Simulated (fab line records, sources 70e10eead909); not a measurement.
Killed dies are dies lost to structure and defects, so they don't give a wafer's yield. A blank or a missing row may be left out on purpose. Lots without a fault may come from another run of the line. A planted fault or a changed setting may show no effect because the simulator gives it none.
Chamber matching | flow nand_harc | NHARC_A_STAIRCASE_TRIM_187 on rie_diel-11: 4 sister chambers
The step chemistry O2, time 211.2 s. 4 wafers are shown with their chamber, then 8 later ones without.

WAFERS WITH THEIR CHAMBER
wafer  | chamber | showerhead_plenum_p_Torr (Torr)
L088.1 | 1       | 3.43
L088.4 | 3       | 3.56
L088.5 | 0       | 3.30
L089.3 | 2       | 3.46

WAFERS WITHOUT THEIR CHAMBER
wafer  | showerhead_plenum_p_Torr (Torr)
L089.5 | 3.43
L089.6 | 3.46
L093.2 | 3.42
L093.4 | 3.29
L093.6 | 3.55
L097.1 | 3.28
L097.2 | 3.54
L097.5 | 3.44

WHICH CHAMBER EACH WENT THROUGH
wafer  | from the rows above     | in truth
L089.5 | 1                       | 1
L089.6 | 2                       | 2
L093.2 | 1                       | 1
L093.4 | 0                       | 0
L093.6 | 3                       | 3
L097.1 | 0                       | 0
L097.2 | 3                       | 3
L097.5 | can't be placed: 1 or 2 | 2
Placed correctly: 7 of 8. Can't be placed from these rows: 1 (the true chamber is among the candidates in 1). Placed wrongly: 0.
How it was worked out, from the rows above alone: a wafer's distance from a chamber is the root of the sum, over the readings, of the square of ((its reading less the chamber's mean) divided by the reading's scatter). The wafer belongs to the nearest chamber; if the next one is less than 2 further off, it can't be placed. A chamber's mean is the mean of its shown wafers. The scatter: with one shown wafer a chamber, the root of the mean of the squares of how far each hidden wafer lies from its nearest shown one.
